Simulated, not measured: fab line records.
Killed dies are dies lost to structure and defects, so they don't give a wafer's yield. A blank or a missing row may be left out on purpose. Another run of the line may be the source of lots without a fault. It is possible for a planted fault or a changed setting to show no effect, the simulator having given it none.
One fault seen from 2 desks | flow nandHarc | numbers are kept per desk, each desk with only its own; the story behind them comes last

DESK OF THE TOOL OWNER: rieDiel-10
The tool's own readings at NHARC_A_WL_FILL_ETCHBACK_16 (etches the open film in C4F8/O2/Ar, target depth 120 nm, time 24 s): means of the sampled wafers that have a number, for each lot that ran on this tool. A lot is out of limits, marked OUT, if its mean lies more than 4 standard deviations from the usual mean; the brackets give that distance.
Columns: A = oesProductAu at NHARC_A_WL_FILL_ETCHBACK_16, usual 0.98 a.u.; B = rfVppV at NHARC_A_WL_FILL_ETCHBACK_16, usual 723 V; C = runLengthS at NHARC_A_WL_FILL_ETCHBACK_16, usual 45.3 s
lot  | first seen here | A    | B   | C
L285 | day 20 21:55    | 0.92 | 725 | 45.2
L294 | day 25 12:46    | 0.93 | 724 | 53.2 (+18) OUT
L295 | day 25 19:59    | 0.93 | 724 | 53.4 (+18) OUT
L304 | day 29 05:10    | 1.01 | 725 | 44.8
Finding of this desk: L294, L295 out of limits; the first was L294 at day 25 12:46, on runLengthS at NHARC_A_WL_FILL_ETCHBACK_16. In limits: L285, L304.

AT THE METROLOGY DESK
What the gauges read, lot by lot, whatever tool the lot ran on: means of the sampled wafers that have a number. A lot is out of limits, marked OUT, if its mean lies more than 4 standard deviations from the usual mean; the brackets give that distance.
Columns: A = cdNm at NHARC_A_SLIT_CD_MEAS_21, usual 289.4 nm
lot  | first seen here | A
L285 | day 20 03:49    | 290.8
L288 | day 21 19:41    | 289.8
L294 | day 24 13:49    | 290.4
L295 | day 25 00:44    | 288.5
L297 | day 25 15:46    | 288.9
L298 | day 26 07:20    | 289.5
L300 | day 26 12:17    | 289.8
L302 | day 27 06:05    | 288.6
L301 | day 27 07:07    | 289.3
L305 | day 28 10:56    | 288.8
L304 | day 28 12:48    | 289.3
L306 | day 29 00:17    | 289.9
L307 | day 29 17:55    | 289.5
Result from this desk: across the 13 lots, nothing is out of limits.

ALL TOGETHER
The tool owner's desk could have raised an alarm at day 25 12:46, on L294, L295.
The metrology desk saw nothing out of limits.
The metrology desk has L294, L295 on record, within its limits.
Every lot named ran NHARC_A_WL_FILL_ETCHBACK_16 on rieDiel-10.

WHAT THE SIMULATOR HAD INSERTED
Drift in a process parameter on rieDiel-10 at NHARC_A_WL_FILL_ETCHBACK_16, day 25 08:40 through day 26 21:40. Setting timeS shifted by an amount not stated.
Lots struck among those shown: L294, L295.
Each desk's first reading out of limits, in hours after the fault started: the tool owner's desk, 4.
